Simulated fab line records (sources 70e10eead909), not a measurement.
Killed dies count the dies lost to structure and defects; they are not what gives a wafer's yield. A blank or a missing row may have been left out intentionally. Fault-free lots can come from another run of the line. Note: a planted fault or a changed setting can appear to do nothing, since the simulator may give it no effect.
The tool behind it: which one? -- flow nand harc -- 6 lots, 18 wafers sampled, at 5 steps of a route of 1159

## WHAT EACH GAUGE READ, for each wafer
NHARC_END_SORT_01.
lot,measured,on,killed at array
L142,day 22 09:26,prober-02,19 18 15

## WHICH TOOL RAN EACH LOT (tool, then ch and the chambers of the sampled wafers, then the start)
lot,NHARC_A_SGD_CUT_ETCH_16,NHARC_A_SGD_CUT_CMP_21,NHARC_A_SLIT_DEP_25,NHARC_A_SLIT_DEP_23
L129,"rie diel-03 ch 0,3, day 13 23:32 or earlier","cmp-01 ch 1,2, day 13 23:32","pecvd-02 ch 0,1, day 14 00:35","pecvd-04 ch 1,2, day 14 03:21"
L131,"rie diel-03 ch 0,1,2, day 14 11:46 or earlier","cmp-02 ch 1,2,3, day 14 11:46","pecvd-02 ch 0,1, day 14 12:46","pecvd-03 ch 0,1, day 14 16:26"
L133,"rie diel-13 ch 0,1,2, day 15 10:52 or earlier","cmp-04 ch 2,3, day 15 10:52","pecvd-03 ch 0,1,2, day 15 11:46","pecvd-02 ch 0,1, day 15 14:02"
L142,"rie diel-03 ch 0,2,3, day 17 07:04 or earlier","cmp-01 ch 0,1,2, day 17 07:04","pecvd-03 ch 0,1,2, day 17 07:52","pecvd-03 ch 0,1, day 17 10:10"
L146,"rie diel-13 ch 1,2, day 18 05:54 or earlier","cmp-04 ch 0,2,3, day 18 05:54","pecvd-02 ch 0,1, day 18 06:41","pecvd-04 ch 0,2, day 18 12:37"
L149,"rie diel-03 ch 0,3, day 19 10:53 or earlier","cmp-04 ch 1,3, day 19 10:53","pecvd-04 ch 1,2, day 19 11:50","pecvd-02 ch 0,1, day 19 15:50"
- NHARC_A_SGD_CUT_ETCH_16: etches the open film in C4F8/O2/Ar, target depth 310.5 nm, time 155.2 s.
- NHARC_A_SGD_CUT_CMP_21: polishes, target thk 148.19 nm.
- NHARC_A_SLIT_DEP_25: deposits SiO2, target thk 200 nm.
- NHARC_A_SLIT_DEP_23: deposits SiON, target thk 100 nm.

## THE ANSWER, worked out from the rows above alone
Rule: usual is defined by the lots themselves. The widest of any qualifying gaps counts: lots, ordered by their means at a reading, are off when they make up no more than a third of the lots, leave a main group of 4 or more, and stand apart from it by 3 or more times the standard deviation of that group's means. The tables above print the reading to a certain number of digits; a main group whose means all agree to those digits is not used. Also off: a lot with no number at a reading for which 4 or more lots have one. Any other lot the step has rows for is counted as sound.
Nothing can be told from this: no lot is off at any reading shown.

## WHAT THE SIMULATOR HAD INSERTED
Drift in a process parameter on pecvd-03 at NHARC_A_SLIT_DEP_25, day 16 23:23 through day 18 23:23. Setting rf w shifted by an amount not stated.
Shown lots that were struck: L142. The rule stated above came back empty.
